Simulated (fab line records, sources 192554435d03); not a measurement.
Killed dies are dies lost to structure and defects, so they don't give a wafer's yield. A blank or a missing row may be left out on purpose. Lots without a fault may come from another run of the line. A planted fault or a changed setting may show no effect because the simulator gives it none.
Chamber matching | flow n5_finfet | N5_GATE_CUT_HM_OPEN_40 on rie_diel-03: 4 sister chambers
The step chemistry C4F6/O2, target SiO2, target depth 139 nm, time 85.1 s. 20 wafers are shown with their chamber, then 10 later ones without.

WAFERS WITH THEIR CHAMBER
wafer  | chamber | drypump_motor_current_A (A) | showerhead_plenum_p_Torr (Torr) | rf_vpp_V (V)
L075.3 | 3       | 5.3                         | 2.72                            | 656
L075.4 | 1       | 6.1                         | 2.79                            | 650
L075.5 | 3       | 5.3                         | 2.72                            | 656
L080.2 | 2       | 5.4                         | 2.66                            | 648
L080.3 | 1       | 6.1                         | 2.78                            | 651
L080.4 | 0       | 5.5                         | 2.64                            | 666
L081.1 | 1       | 6.1                         | 2.78                            | 650
L081.3 | 2       | 5.4                         | 2.66                            | 649
L081.4 | 0       | 5.4                         | 2.64                            | 665
L082.2 | 2       | 5.4                         | 2.66                            | 649
L082.3 | 0       | 5.5                         | 2.64                            | 665
L082.4 | 1       | 6.1                         | 2.78                            | 650
L084.1 | 3       | 5.3                         | 2.72                            | 654
L084.5 | 2       | 5.4                         | 2.65                            | 649
L084.6 | 1       | 6.1                         | 2.78                            | 650
L090.1 | 0       | 5.5                         | 2.64                            | 665
L090.5 | 1       | 6.1                         | 2.77                            | 648
L090.6 | 0       | 5.5                         | 2.64                            | 666
L091.2 | 2       | 5.4                         | 2.65                            | 648
L091.5 | 3       | 5.3                         | 2.71                            | 655

SIGNATURES (means of the wafers above)
reading                  | chamber 0 | chamber 1 | chamber 2 | chamber 3 | scatter within a chamber
drypump_motor_current_A  | 5.480     | 6.100     | 5.400     | 5.300     | 0.0224
showerhead_plenum_p_Torr | 2.6400    | 2.7800    | 2.6560    | 2.7175    | 0.00497
rf_vpp_V                 | 665.40    | 649.83    | 648.60    | 655.25    | 0.79
Rule: a wafer's distance from a chamber is the root of the sum, over the readings, of the square of ((its reading less the chamber's mean) divided by the reading's scatter). The wafer belongs to the nearest chamber; if the next one is less than 2 further off, it can't be placed. The scatter: the root of (the sum of the squares of (reading less its chamber's mean) over the shown wafers, divided by (wafers less chambers)).

WAFERS WITHOUT THEIR CHAMBER
wafer  | drypump_motor_current_A (A) | showerhead_plenum_p_Torr (Torr) | rf_vpp_V (V)
L091.6 | 5.4                         | 2.64                            | 665
L092.1 | 5.4                         | 2.65                            | 650
L092.2 | 5.4                         | 2.63                            | 665
L092.4 | 5.3                         | 2.71                            | 656
L093.1 | 6.1                         | 2.77                            | 649
L093.3 | 5.3                         | 2.71                            | 656
L093.6 | 5.4                         | 2.65                            | 647
L094.2 | 5.4                         | 2.63                            | 664
L094.4 | 6.1                         | 2.77                            | 648
L094.5 | 5.4                         | 2.63                            | 664

WHICH CHAMBER EACH WENT THROUGH
wafer  | from the rows above | in truth
L091.6 | 0                   | 0
L092.1 | 2                   | 2
L092.2 | 0                   | 0
L092.4 | 3                   | 3
L093.1 | 1                   | 1
L093.3 | 3                   | 3
L093.6 | 2                   | 2
L094.2 | 0                   | 0
L094.4 | 1                   | 1
L094.5 | 0                   | 0
Placed correctly: 10 of 10. Can't be placed from these rows: 0. Placed wrongly: 0.
